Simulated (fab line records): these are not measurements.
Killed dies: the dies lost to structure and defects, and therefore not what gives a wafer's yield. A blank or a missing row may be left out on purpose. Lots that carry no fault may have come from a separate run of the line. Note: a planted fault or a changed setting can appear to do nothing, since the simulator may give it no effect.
A struck lot beside a sound one | flow n5-finfet | 25 out of 1938 route steps
Sound: wafers L169.2, L169.4, L169.5. Wafers struck: L176.2, L176.3, L176.5. The cause comes at the end.
Per side, at each step with rows, come the tool, then ch with its chambers, and then its first start. Under that, the readings that differ: sound wafers | struck wafers | difference of the means | sigmas: that difference in standard deviations of wafers without a fault.
alike: words and numbers the same on both sides, and readings whose means are apart by under 2 such deviations; not compared: readings that were withheld, readings missing a value for some wafer, numbers with overlapping values and no deviation given by the record, and bounds like >300 which may hide the same value.
The two part at a step that has a row with sigmas, a row that says differs or no value, or rows on one side only. When numbers do not overlap yet have no deviation, they are printed without sigmas and do not part them. Lack of a reading on every wafer of one side parts them only where that side has two or more wafers.

first, 11 steps without rows for these wafers: N5_BEOL_M0_SAQP_MANDREL_ETCH_103 (etches a-Si in HBr/Cl2, stops on SiCN, target depth 45 nm, bt time 10 s, time 27 s); N5_BEOL_M0_SAQP_RECESS_104 (chemistry HF/NH3, target SiO2, target depth 18 nm, afs cycles 3, sublimation time 60 s); N5_BEOL_M0_SAQP_COAT_105 (time 60 s, resist thk 100 nm); N5_BEOL_M0_SAQP_ETCH_106 (etches SOC in N2/H2, stops on SiNx, target depth 150 nm); N5_BEOL_M0_SAQP_ETCH_107 (etches SiNx in CH3F/O2, target depth 30 nm); N5_BEOL_M0_SAQP_STRIP_108 (strips in N2/H2); N5_BEOL_M0_SAQP_RECESS_109 (chemistry HF/NH3, target SiO2, target depth 3 nm, afs cycles 1, sublimation time 60 s); N5_BEOL_M0_SAQP_SPACER2_ALD_26 (deposits SiO2, target thk 15 nm, pulse time 1 s, purge time 2 s); N5_BEOL_M0_SAQP_SPACER2_ETCHBACK_27 (etches SiO2 in CHF3/O2, target depth 22.5 nm, time 11.25 s); N5_BEOL_M0_SAQP_MANDREL2_REMOVE_110 (chemistry HBr/Cl2/O2, target a-Si, stops on SiCN, bt time 10 s); N5_BEOL_M0_SAQP_COAT_69 (time 60 s, resist thk 90 nm).
N5_BEOL_M0_SAQP_COAT_72: time 60 s, resist thk 15 nm.
  sound on litho-track-05 ch 0, day 6 22:29; struck on litho-track-05 ch 0, day 8 09:10
  reading                                         | sound                | struck               | difference | sigmas
  spin-speed-rpm (rpm)                            | 1500.5 1501.3 1500.0 | 1439.9 1439.7 1438.6 | -61.2      | -61
  model.SiARC_of_BEOL_M0_SAQP_COAT_72.thk-nm (nm) | 14.8 15 15           | 15.2 15.2 15.2       | +0.3       |
  alike: heater-power-total-W
then, 9 steps without rows for these wafers: N5_BEOL_M0_SAQP_COAT_87 (time 60 s, resist thk 5 nm); N5_BEOL_M0_SAQP_COAT_34 (resist thk 30 nm); N5_BEOL_M0_SAQP_EBR_36; N5_BEOL_M0_SAQP_SOFTBAKE_35 (time 60 s); N5_BEOL_M0_SAQP_EXPOSE_37 (exposes mask M0 CUT1, target cd 30 nm); N5_BEOL_M0_SAQP_PEB_38 (peb time 60 s); N5_BEOL_M0_SAQP_DEVELOP_39 (develop time 30 s); N5_BEOL_M0_SAQP_DESCUM_45 (chemistry O2, time 7 s); N5_BEOL_M0_SAQP_ETCH_88 (etches underlayer in N2/H2, target depth 6.5 nm, time 5.2 s).
N5_BEOL_M0_SAQP_ETCH_73: etches SiARC in CF4, target depth 19.5 nm, time 32.5 s.
  sound on rie-diel-04 ch 1,2, day 6 23:03; struck on rie-diel-03 ch 0,1,3, day 8 09:50
  reading                  | sound             | struck            | difference | sigmas
  model.etch.depth-nm (nm) | 14.88 14.92 14.92 | 15.26 15.27 15.25 | +0.35      |
  alike: drypump-motor-current-A, etch-rf-on-time-s, oes-product-au, rf-vpp-V, showerhead-plenum-p-Torr, throttle-valve-pct
  not compared: rf-hours-counter-h
then, 1 step without rows for these wafers: N5_BEOL_M0_SAQP_CUT_ETCH_46 (etches SOC in N2/H2, target depth 135 nm, overetch 27 nm, time 202.5 s).
-- here the record skips 3 days between the struck wafers' starts before and after, leaving off in module BEOL_M0_SAQP and picking up in module BEOL_M4 (first step shown: number 1111 of the route) --
N5_BEOL_M4_RC_MEAS_101:
  sound on prober-01 ch 0, day 9 15:09; struck on prober-02 ch 0, day 11 12:56
  alike: DIBL_N, DIBL_P, IOFF_N, IOFF_P, ION_N, ION_P, SS_N, SS_P, VT_N, VT_P
-- here the record skips 4 days between the struck wafers' starts before and after, leaving off in module BEOL_M4 and picking up in module PASSIVATION (first step shown: number 1936 of the route) --
N5_PASSIVATION_PROBE_49:
  the record has rows for the struck wafers here (prober-01, day 15 15:38) and none for the sound ones

## WHERE THEY PART
At N5_BEOL_M0_SAQP_COAT_72 first; at N5_PASSIVATION_PROBE_49 last (within this record only).

WHY: what the simulator had put in
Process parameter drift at N5_BEOL_M0_SAQP_COAT_72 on litho-track-05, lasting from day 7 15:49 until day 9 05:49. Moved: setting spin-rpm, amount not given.
